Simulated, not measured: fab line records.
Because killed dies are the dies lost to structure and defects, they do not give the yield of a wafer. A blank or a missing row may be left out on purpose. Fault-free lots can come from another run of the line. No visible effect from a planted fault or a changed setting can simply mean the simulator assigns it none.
Matching of chambers || flow n5_finfet || 4 sister chambers for N5_FIN_SAQP_ETCH_51 on rie_diel-01
The step etches SiARC in CF4, target depth 45.5 nm, time 75.8 s. 4 wafers are shown with their chamber, then 7 later ones without.

## WAFERS PAIRED WITH THEIR CHAMBERS
{"wafer": "L076.1", "chamber": 2, "drypump_motor_current_A (A)": 5.1}
{"wafer": "L078.5", "chamber": 3, "drypump_motor_current_A (A)": 5.7}
{"wafer": "L080.1", "chamber": 1, "drypump_motor_current_A (A)": 5.8}
{"wafer": "L080.2", "chamber": 0, "drypump_motor_current_A (A)": 6.5}

## WAFERS WHOSE CHAMBER IS MISSING
{"wafer": "L080.4", "drypump_motor_current_A (A)": 5.0}
{"wafer": "L088.1", "drypump_motor_current_A (A)": 6.5}
{"wafer": "L088.3", "drypump_motor_current_A (A)": 5.7}
{"wafer": "L088.6", "drypump_motor_current_A (A)": 5.7}
{"wafer": "L091.2", "drypump_motor_current_A (A)": 6.5}
{"wafer": "L091.3", "drypump_motor_current_A (A)": 5.7}
{"wafer": "L091.5", "drypump_motor_current_A (A)": 6.5}

## WHICH CHAMBER EACH ONE RAN IN
{"wafer": "L080.4", "from the rows above": 2, "in truth": 2}
{"wafer": "L088.1", "from the rows above": 0, "in truth": 0}
{"wafer": "L088.3", "from the rows above": 3, "in truth": 3}
{"wafer": "L088.6", "from the rows above": 3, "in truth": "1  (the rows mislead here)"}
{"wafer": "L091.2", "from the rows above": 0, "in truth": 0}
{"wafer": "L091.3", "from the rows above": 3, "in truth": 3}
{"wafer": "L091.5", "from the rows above": 0, "in truth": 0}
Correctly placed: 6 of 7. Left unplaced by these rows: 0. 1 placed wrongly.
How it was worked out, from the rows above alone: a wafer's distance from a chamber is the root of the sum, over the readings, of the square of ((its reading less the chamber's mean) divided by the reading's scatter). If the next closest chamber is less than 2 further off than the closest, the wafer can't be placed; otherwise it belongs to the closest. For every chamber, the mean is computed from those of its wafers that are shown. The scatter: root of mean squared gap, hidden wafer to nearest shown wafer, with one shown wafer a chamber.
